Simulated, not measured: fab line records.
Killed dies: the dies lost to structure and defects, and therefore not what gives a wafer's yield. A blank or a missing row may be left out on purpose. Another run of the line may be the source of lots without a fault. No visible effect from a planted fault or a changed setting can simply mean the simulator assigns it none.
fab line records    flow n5Finfet
record: lots: 6  wafers: 18  lastDay: 20
route steps=1938 shown BEOL_M9@1449 PASSIVATION@1936
lots with no fault: from the same line, run without faults
startH: hours from the record's opening day to when the first of the lot's shown wafers began    waitH: how many hours have passed since the lot's step before this one    " repeats the value in the row above    L1.1+2: one row covering several wafers at once    - no value, or no start was given    * or withheld: withheld    < > ~ a bound
route shown NAME@n: names a module that has steps shown in the file, with the first one's number in the route    usual: mean/standard deviation taken from wafers without a fault    same: alike in all rows    chamber/n: place in a boat    sites: each site's reading    _std_site: standard deviation of those values    _edge_site: inner sites' mean taken away from outer sites' mean    radiusMm: how far each site lies from the wafer's centre    mask NAME#n: copy n    behind: tool/chamber where the wafer was last shaped    hold: cause of the lot's hold/its duration in hours/its outcome    device: whichever transistor did not switch (one of n, p or np)    end of line: tests run on the same wafers once the route is complete    a step without rows: its recipe alone    killed: dies lost to structure and defects at the first sort, not the wafer's yield    map: a wafer's dies, x killed, . not, _ none there
set.NAME: the run value of the setting; set.NAME@STEP: its run value at that earlier step    model.NAME: the simulator's own value behind a step, which no gauge read
lots seen at some steps along the route; tables by step, rows by wafer
services: when a tool's chamber went out of use (startH, in hours from the record's first day, below 0 if earlier), for how many hours, and the reason
== steps ==
step: N5_BEOL_M9_OCD_MEAS_38
usual: trenchDepthNm: 151/3.4
lot.wafer  tool    chamber  startH  waitH  trenchDepthNm
L257.1     ocd-01  -        263.00  -      152
L257.2     "       -        "       "      150
L257.4     "       -        "       "      153
L259.2     ocd-01  -        274.52  -      152
L259.3     "       -        "       "      149
L259.6     "       -        "       "      150
L274.2     ocd-01  -        364.34  -      151
L274.4     "       -        "       "      146
L274.6     "       -        "       "      151
L272.2     ocd-01  -        369.90  -      153
L272.4     "       -        "       "      152
L272.6     "       -        "       "      153
L276.1     ocd-02  -        384.33  -      146
L276.2     "       -        "       "      150
L276.3     "       -        "       "      152
L278.1     ocd-02  -        387.46  -      152
L278.5     "       -        "       "      148
L278.6     "       -        "       "      147
step: N5_BEOL_M9_HM_STRIP_39
recipe: chemistry: peroxideTinStrip  material: TiN  targetDepthA: 250  tempC: 50  timeS: 158
step: N5_BEOL_M9_SRD_40
recipe: timeS: 30  tempC: 23  rinseLiquid: diw  dry: ipaMarangoni
step: N5_BEOL_M9_PRECLEAN_42
recipe: chemistry: residueRemover  timeS: 60  tempC: 40
step: N5_BEOL_M9_SRD_43
recipe: timeS: 30  tempC: 23  rinseLiquid: diw  dry: ipaMarangoni
step: N5_BEOL_M9_CD_MEAS_35
recipe: targetCdNm: 70  targetCdYNm: 40  polarity: opening
usual: cdNm: 70.2/0.83
lot.wafer  tool      chamber  startH  waitH  cdNm
L257.1     cdSem-02  -        263.16  0.0    70.1
L257.2     "         -        "       "      69.2
L257.4     "         -        "       "      69.5
L259.2     cdSem-02  -        274.77  0.0    69.6
L259.3     "         -        "       "      69.7
L259.6     "         -        "       "      71.0
L274.2     cdSem-03  -        364.50  0.0    69.8
L274.4     "         -        "       "      71.2
L274.6     "         -        "       "      70.2
L272.2     cdSem-03  -        370.06  0.0    70.5
L272.4     "         -        "       "      70.8
L272.6     "         -        "       "      69.7
L276.1     cdSem-01  -        384.48  0.0    69.5
L276.2     "         -        "       "      68.6
L276.3     "         -        "       "      69.0
L278.1     cdSem-03  -        387.61  0.0    69.8
L278.5     "         -        "       "      69.3
L278.6     "         -        "       "      68.9
step: N5_BEOL_M9_CURE_72
recipe: tempC: 370  timeS: 120  ambient: DMADMS/He  material: SiCOH_lowk
usual: lampPowerPct: 52.32/0.06  wafer_temp_C_max: 371.4/0.49
same: timeS: 120
lot.wafer  tool       chamber  startH  waitH  lampPowerPct  wafer_temp_C_max
L257.1     uvCure-02  0        263.20  0.0    52.27         372.7
L257.2     "          0        "       "      52.30         372.0
L257.4     "          0        "       "      52.30         372.2
L259.2     uvCure-02  1        274.86  0.1    52.26         371.2
L259.3     "          1        "       "      52.27         371.0
L259.6     "          1        "       "      52.36         371.3
L274.2     uvCure-03  1        364.59  0.1    52.40         371.5
L274.4     "          1        "       "      52.26         371.4
L274.6     "          1        "       "      52.28         371.5
L272.2     uvCure-02  1        370.15  0.1    52.35         371.4
L272.4     "          1        "       "      52.35         371.3
L272.6     "          1        "       "      52.24         371.5
L276.1     uvCure-01  2        384.52  0.0    52.33         371.5
L276.2     "          2        "       "      52.33         371.3
L276.3     "          2        "       "      52.39         371.5
L278.1     uvCure-01  2        387.66  0.0    52.42         370.9
L278.5     "          2        "       "      52.35         371.3
L278.6     "          2        "       "      52.27         371.0
step: N5_BEOL_M9_DEGAS_44
recipe: ambient: vacuum  tempC: 250  timeS: 60
usual: heaterPowerW: 329/22  susceptorTempC: 250.01/0.16
same: timeS: 60
lot.wafer  tool           chamber  startH  waitH  heaterPowerW  susceptorTempC
L257.1     pvdSputter-03  -        265.30  2.1    309           250.06
L257.2     "              -        "       "      332           249.80
L257.4     "              -        "       "      329           249.84
L259.2     pvdSputter-02  -        276.16  1.2    317           250.18
L259.3     "              -        "       "      296           250.21
L259.6     "              -        "       "      277           250.30
L274.2     pvdSputter-03  -        365.07  0.4    326           249.92
L274.4     "              -        "       "      370           250.13
L274.6     "              -        "       "      320           249.87
L272.2     pvdSputter-01  -        371.27  1.1    371           249.71
L272.4     "              -        "       "      299           250.11
L272.6     "              -        "       "      370           249.92
L276.1     pvdSputter-03  -        385.05  0.5    313           249.80
L276.2     "              -        "       "      312           249.96
L276.3     "              -        "       "      349           250.18
L278.1     pvdSputter-01  -        387.99  0.3    342           250.07
L278.5     "              -        "       "      342           249.94
L278.6     "              -        "       "      346           250.18
step: N5_BEOL_M9_PRE_CLEAN_45
recipe: gas: H2/He  timeS: 30  tempC: 250
usual: heaterPowerW: 328/23  susceptorTempC: 249.99/0.17
same: timeS: 30
lot.wafer  tool           chamber  startH  waitH  heaterPowerW  susceptorTempC
L257.1     pvdSputter-03  -        265.34  0.0    316           250.21
L257.2     "              -        "       "      341           250.25
L257.4     "              -        "       "      327           250.07
L259.2     pvdSputter-02  -        276.20  0.0    315           249.84
L259.3     "              -        "       "      290           249.90
L259.6     "              -        "       "      296           249.88
L274.2     pvdSputter-03  -        365.11  0.0    326           249.78
L274.4     "              -        "       "      353           249.75
L274.6     "              -        "       "      314           250.06
L272.2     pvdSputter-01  -        371.31  0.0    368           250.09
L272.4     "              -        "       "      294           249.73
L272.6     "              -        "       "      373           250.12
L276.1     pvdSputter-03  -        385.09  0.0    327           250.04
L276.2     "              -        "       "      310           249.94
L276.3     "              -        "       "      355           250.07
L278.1     pvdSputter-01  -        388.03  0.0    345           250.19
L278.5     "              -        "       "      349           249.92
L278.6     "              -        "       "      343           250.00
step: N5_BEOL_M9_ALD_74
recipe: material: TaN  targetThkA: 20  tempC: 275  aldPrecursorFamily: PDMAT  aldCoReactant: NH3  pressureTorr: 3  carrierFlowSccm: 1500  pulseTimeS: 2  purgeTimeS: 3  coReactantPurgeTimeS: 2  coReactantPulseTimeS: 3  aldCycles: 40  precursorVesselTempC: 75  precursorVesselPressureTorr: 26.25  precursorVesselCarrierSccm: 1000
usual: heaterPowerW: 424/28  precursorVesselCarrierSccm: 1000/3  precursorVesselTempC: 75.01/0.13  susceptorTempC: 275.02/0.18
lot.wafer  tool         chamber  startH  waitH  heaterPowerW  precursorVesselCarrierSccm  precursorVesselTempC  susceptorTempC
L257.1     aldMetal-02  3        265.40  0.0    406           994                         75.20                 275.27
L257.2     "            2        "       "      457           1000                        74.91                 275.02
L257.4     "            0        "       "      436           1002                        74.92                 275.15
L259.2     aldMetal-04  3        276.26  0.0    406           1003                        74.89                 275.21
L259.3     "            2        "       "      430           997                         75.26                 274.98
L259.6     "            1        "       "      490           999                         75.08                 275.03
L274.2     aldMetal-01  2        365.17  0.0    411           1002                        74.98                 275.47
L274.4     "            1        "       "      459           1001                        75.01                 275.11
L274.6     "            1        "       "      447           999                         75.04                 274.90
L272.2     aldMetal-02  2        371.45  0.1    416           1000                        74.84                 274.76
L272.4     "            3        "       "      405           1005                        75.09                 275.00
L272.6     "            2        "       "      409           1002                        74.85                 274.42
L276.1     aldMetal-02  2        385.15  0.0    404           1005                        74.91                 275.00
L276.2     "            3        "       "      394           996                         74.77                 275.04
L276.3     "            1        "       "      423           1002                        75.13                 275.12
L278.1     aldMetal-02  3        388.09  0.0    394           1004                        75.14                 274.81
L278.5     "            1        "       "      419           999                         74.96                 275.09
L278.6     "            0        "       "      386           1003                        74.83                 274.85
step: N5_BEOL_M9_SURFACE_TREAT_79
recipe: gas: Ar  timeS: *  ionEnergyEv: *  ionCurrentMaCm2: 0.5  pressureMtorr: *  arFlowSccm: 30
usual: throttleValvePct: *
same: timeS: *
lot.wafer  tool           chamber  startH  waitH  throttleValvePct
L257.1     pvdSputter-02  -        265.88  0.3    *
L257.2     "              -        "       "      *
L257.4     "              -        "       "      *
L259.2     pvdSputter-01  -        276.55  0.2    *
L259.3     "              -        "       "      *
L259.6     "              -        "       "      *
L274.2     pvdSputter-01  -        365.49  0.2    *
L274.4     "              -        "       "      *
L274.6     "              -        "       "      *
L272.2     pvdSputter-03  -        371.96  0.4    *
L272.4     "              -        "       "      *
L272.6     "              -        "       "      *
L276.1     pvdSputter-01  -        385.49  0.2    *
L276.2     "              -        "       "      *
L276.3     "              -        "       "      *
L278.1     pvdSputter-02  -        388.42  0.2    *
L278.5     "              -        "       "      *
L278.6     "              -        "       "      *
step: N5_BEOL_M9_CVD_78
recipe: material: Co  targetThkA: 20  tempC: withheld  precursor: CCTBA/H2  pressureTorr: 30  timeS: 138.9
step: N5_BEOL_M9_SPUTTER_48
recipe: material: Cu  targetThkA: 120  tempC: -20  biasV: 60  powerW: 26000  chamberPressurePa: 0.13  timeS: 2
usual: biasV: 60.0/0.59  cathodeDcPowerW: 26000/4.9  chamberPressurePa: 0.13001/0.00026  susceptorTempC: -20.01/0.12  throttleValvePct: 29.6/0.85
same: timeS: 2
lot.wafer  tool           chamber  startH  waitH  biasV  cathodeDcPowerW  chamberPressurePa  susceptorTempC  throttleValvePct
L257.1     pvdSputter-02  -        266.12  0.1    59.7   25995            0.13045            -20.08          29.8
L257.2     "              -        "       "      61.1   26009            0.1299             -19.87          30.5
L257.4     "              -        "       "      59.0   25997            0.12986            -19.93          29.4
L259.2     pvdSputter-03  -        276.72  0.1    59.4   26003            0.12994            -19.79          30.0
L259.3     "              -        "       "      59.2   25997            0.12976            -20.01          29.4
L259.6     "              -        "       "      60.3   25997            0.12999            -19.87          28.5
L274.2     pvdSputter-03  -        365.82  0.1    59.7   19479            0.12986            -20.07          29.8
L274.4     "              -        "       "      59.7   25999            0.13049            -19.93          29.0
L274.6     "              -        "       "      60.0   26007            0.12997            -19.85          29.3
L272.2     pvdSputter-03  -        372.16  0.1    61.0   25992            0.12972            -19.98          29.0
L272.4     "              -        "       "      59.1   26002            0.13001            -20.07          31.1
L272.6     "              -        "       "      59.8   19480            0.12989            -20.09          29.7
L276.1     pvdSputter-01  -        385.79  0.1    61.0   26012            0.13002            -20.12          28.4
L276.2     "              -        "       "      59.9   25996            0.13011            -19.94          30.5
L276.3     "              -        "       "      59.2   26006            0.13015            -20.21          30.7
L278.1     pvdSputter-02  -        388.66  0.1    59.6   25994            0.13012            -19.92          28.9
L278.5     "              -        "       "      59.9   26006            0.12975            -19.93          29.4
L278.6     "              -        "       "      60.8   25992            0.13037            -19.79          30.5
step: N5_BEOL_M9_ECD_50
recipe: material: Cu  targetThkA: 3180
step: N5_PASSIVATION_PROBE_49
usual: defectLimitedYield: 91.2/1.5  killed_at_M0_to_M3: 36/10  killed_at_M4_up: 14/5.2  killedAtContacts: 12/6  killedAtFrontEnd: 37/10  killedAtOther: 4/3.3  killedDies: 104/18  killedOpen: 68/14  killedShort: 34/7.4  sort_bin_5_function: 5.2/1  sort_bin_6_memory: 3.3/0.7  sort_bin_8_speed: 0.01/0.045  sortNPass: 1076/18  sortYieldPct: 91.2/1.5
same: grossDies: 1180  killedAtBackSide: 0  sort_bin_4_leakage[%]: 0
lot.wafer  tool       chamber  startH  waitH  defectLimitedYield[%]  killed_at_M0_to_M3  killed_at_M4_up  killedAtContacts  killedAtFrontEnd  killedAtOther  killedDies  killedOpen  killedShort  sort_bin_5_function[%]  sort_bin_6_memory[%]  sort_bin_8_speed[%]  sortNPass  sortYieldPct[%]
L257.1     prober-01  -        318.91  0.0    91.5                   25                  24               15                33                3              100         79          21           5.3                     3.1                   0                    1080       91.5
L257.2     prober-01  -        318.96  0.1    92.5                   29                  11               10                33                6              89          58          27           4.7                     2.7                   0                    1091       92.5
L257.4     prober-01  -        319.06  0.2    91.6                   23                  13               13                45                5              99          63          34           4.7                     3.3                   0                    1081       91.6
L259.2     prober-01  -        337.25  0.1    92.2                   37                  11               9                 34                1              92          55          37           4.8                     2.7                   0                    1088       92.2
L259.3     prober-01  -        337.30  0.1    92.6                   30                  12               2                 41                2              87          62          25           4.5                     2.7                   0                    1093       92.6
L259.6     prober-01  -        337.45  0.3    92.5                   29                  15               5                 31                8              88          55          27           4.9                     2.3                   0                    1092       92.5
L274.2     prober-02  -        439.47  0.1    88.2                   74                  19               7                 28                11             139         96          34           6.5                     5.0                   0                    1041       88.2
L274.4     prober-02  -        439.57  0.2    90.8                   39                  19               8                 38                4              108         77          30           5.7                     3.1                   0                    1072       90.8
L274.6     prober-02  -        439.67  0.3    92.1                   38                  18               8                 27                2              93          67          26           4.6                     3.1                   0                    1087       92.1
L276.1     prober-02  -        460.04  0.0    92.2                   54                  10               8                 20                0              92          60          32           4.5                     3.1                   0                    1088       92.2
L276.2     prober-02  -        460.09  0.1    91.5                   34                  12               10                43                1              100         60          40           5.1                     3.1                   0                    1080       91.5
L276.3     prober-02  -        460.14  0.1    90.9                   51                  13               13                29                1              107         68          39           5.6                     2.9                   0                    1073       90.9
L272.6     prober-01  -        470.59  0.3    89.8                   35                  28               16                37                4              120         80          34           6.3                     3.6                   0                    1060       89.8
L278.1     prober-01  -        481.79  0.0    95.1                   13                  10               4                 29                2              58          41          17           2.9                     1.9                   0                    1122       95.1
L278.5     prober-01  -        481.99  0.2    93.6                   16                  15               10                31                3              75          51          24           4.5                     1.8                   0                    1105       93.6
L278.6     prober-01  -        482.04  0.3    93.0                   27                  15               6                 32                3              83          55          28           3.7                     2.9                   0                    1097       93.0
killed by level:class
L257.1 MOL_CONTACT_COAG:geometricParticle:open=13 STI_FIN_REVEAL:geometricParticle:open=11 BEOL_M4:geometricParticle:open=8 BEOL_M1:geometricParticle:open=7 BEOL_M7:geometricParticle:open=6 BEOL_M0_SAQP:geometricParticle:short=5 FIN_SAQP:geometricParticle:short=4 BEOL_M2:geometricParticle:open=4
L257.2 FIN_SAQP:geometricParticle:open=10 BEOL_M3:geometricParticle:open=9 BEOL_M4:geometricParticle:open=8 MOL_CONTACT_COAG:geometricParticle:open=7 BEOL_M3:geometricParticle:short=7 BEOL_M1:geometricParticle:open=6 STI_FIN_REVEAL:geometricParticle:open=4 GATE_CUT:geometricParticle:short=4
L257.4 FIN_SAQP:geometricParticle:open=12 MOL_CONTACT_COAG:geometricParticle:open=9 DUMMY_GATE:geometricParticle:open=7 BEOL_M1:geometricParticle:open=7 BEOL_M3:geometricParticle:open=5 BEOL_M2:geometricParticle:open=5 FIN_SAQP:geometricParticle:short=4 GATE_CUT:geometricParticle:short=4
L259.2 FIN_SAQP:geometricParticle:short=12 BEOL_M1:geometricParticle:open=11 MOL_CONTACT_COAG:geometricParticle:open=7 STI_FIN_REVEAL:geometricParticle:open=6 BEOL_M2:geometricParticle:open=6 BEOL_M4:geometricParticle:open=6 BEOL_M0_SAQP:geometricParticle:short=5 FIN_SAQP:geometricParticle:open=4
L259.3 STI_FIN_REVEAL:geometricParticle:open=12 BEOL_M2:geometricParticle:open=11 FIN_SAQP:geometricParticle:short=9 FIN_SAQP:geometricParticle:open=5 GATE_CUT:geometricParticle:short=5 BEOL_M1:geometricParticle:open=5 BEOL_M2:geometricParticle:short=4 BEOL_M0:geometricParticle:open=3
L259.6 BEOL_M1:geometricParticle:open=10 STI_FIN_REVEAL:geometricParticle:open=8 FIN_SAQP:geometricParticle:open=7 MOL_CONTACT_COAG:geometricParticle:open=5 BEOL_M1:geometricParticle:short=5 PASSIVATION:areaEtch=5 BEOL_M2:geometricParticle:open=4 BEOL_M4:geometricParticle:open=4
L274.2 BEOL_M1:geometricParticle:open=19 BEOL_M3:geometricParticle:open=11 BEOL_M0_SAQP:geometricParticle:short=10 BEOL_M0_SAQP:geometricParticle:open=10 BEOL_M2:geometricParticle:open=8 BEOL_M9:interfaceVoidOpened=8 STI_FIN_REVEAL:geometricParticle:open=7 MOL_CONTACT_COAG:geometricParticle:open=7
L274.4 FIN_SAQP:geometricParticle:open=10 BEOL_M2:geometricParticle:open=9 STI_FIN_REVEAL:geometricParticle:open=9 BEOL_M1:geometricParticle:open=9 MOL_CONTACT_COAG:geometricParticle:open=6 BEOL_M0_SAQP:geometricParticle:short=6 BEOL_M3:geometricParticle:open=5 BEOL_M4:geometricParticle:open=5
L274.6 BEOL_M3:geometricParticle:open=11 BEOL_M2:geometricParticle:open=9 BEOL_M1:geometricParticle:open=8 BEOL_M4:geometricParticle:open=8 DUMMY_GATE:geometricParticle:open=7 MOL_CONTACT_COAG:geometricParticle:open=6 FIN_SAQP:geometricParticle:open=5 STI_FIN_REVEAL:geometricParticle:open=4
L276.1 BEOL_M1:geometricParticle:open=12 BEOL_M3:geometricParticle:open=9 BEOL_M0_SAQP:geometricParticle:short=8 BEOL_M0_SAQP:geometricParticle:open=8 MOL_CONTACT_COAG:geometricParticle:open=7 BEOL_M3:geometricParticle:short=6 FIN_SAQP:geometricParticle:open=5 BEOL_M4:geometricParticle:short=5
L276.2 BEOL_M2:geometricParticle:open=10 GATE_CUT:geometricParticle:short=9 GATE_CUT:geometricParticle:open=9 MOL_CONTACT_COAG:geometricParticle:open=9 FIN_SAQP:geometricParticle:short=8 FIN_SAQP:geometricParticle:open=5 STARTING-WAFER:geometricParticle:short=5 BEOL_M0_SAQP:geometricParticle:short=5
L276.3 MOL_CONTACT_COAG:geometricParticle:open=12 BEOL_M2:geometricParticle:open=11 BEOL_M0_SAQP:geometricParticle:short=9 BEOL_M1:geometricParticle:open=9 BEOL_M0_SAQP:geometricParticle:open=8 GATE_CUT:geometricParticle:short=7 FIN_SAQP:geometricParticle:short=6 BEOL_M3:geometricParticle:open=6
L272.6 MOL_CONTACT_COAG:geometricParticle:open=15 FIN_SAQP:geometricParticle:open=9 BEOL_M0_SAQP:geometricParticle:open=9 BEOL_M5:geometricParticle:open=8 BEOL_M9:interfaceVoidOpened=6 BEOL_M0_SAQP:geometricParticle:short=6 BEOL_M1:geometricParticle:open=6 STI_FIN_REVEAL:geometricParticle:open=5
L278.1 DUMMY_GATE:geometricParticle:open=9 BEOL_M3:geometricParticle:open=6 FIN_SAQP:geometricParticle:open=5 FIN_SAQP:geometricParticle:short=5 BEOL_M4:geometricParticle:open=4 MOL_CONTACT_COAG:geometricParticle:open=3 STARTING-WAFER:geometricParticle:open=3 DUMMY_GATE:geometricParticle:short=2
L278.5 MOL_CONTACT_COAG:geometricParticle:open=8 STI_FIN_REVEAL:geometricParticle:open=5 BEOL_M3:geometricParticle:open=5 FIN_SAQP:geometricParticle:short=4 DUMMY_GATE:geometricParticle:open=4 BEOL_M0_SAQP:geometricParticle:open=4 BEOL_M7:geometricParticle:open=4 STARTING-WAFER:geometricParticle:short=4
L278.6 BEOL_M2:geometricParticle:open=8 MOL_CONTACT_COAG:geometricParticle:open=6 FIN_SAQP:geometricParticle:short=5 STI_FIN_REVEAL:geometricParticle:open=5 DUMMY_GATE:geometricParticle:open=5 BEOL_M0_SAQP:geometricParticle:short=5 STARTING-WAFER:geometricParticle:short=4 BEOL_M3:geometricParticle:open=4
== services ==
tool         chamber  startH  hours  kind
aldMetal-01  1        242.96  2.0    repair
aldMetal-04  -        293.61  8.7    pm
uvCure-03    -        316.49  1.0    pm
aldMetal-02  -        337.25  14.0   pm
aldMetal-02  0        337.25  14.0   ventCycle
aldMetal-02  1        337.25  14.0   ventCycle
aldMetal-02  2        337.25  14.0   ventCycle
aldMetal-02  3        337.25  14.0   ventCycle
aldMetal-02  0        351.25  -      clean
aldMetal-02  1        351.25  -      clean
aldMetal-02  2        351.25  -      clean
aldMetal-02  3        351.25  -      clean
aldMetal-01  0        356.43  2.7    repair
uvCure-03    -        366.47  1.9    repair
aldMetal-02  1        373.19  10.2   repair
aldMetal-02  -        380.68  0.9    repair
aldMetal-04  -        381.53  2.8    pm
== key ==
firstSign: step: N5_BEOL_M9_SPUTTER_48  reading: cathodeDcPowerW  direction: down  sigmas: 99+  usual: *  struck: *
effect none on later readings
metAt N5_BEOL_M9_SPUTTER_48
struckWafers L272.6,L274.2
onsetBetween 276.72 365.82
fault: kind: processParameterDrift  tool: pvdSputter-03  chamber: -  onsetH: 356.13  steps: N5_BEOL_M9_SPUTTER_48  channel: powerW  offset: *  shape: step  endH: 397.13  actsIn: *  stated: *  scope: struckWafersOnly
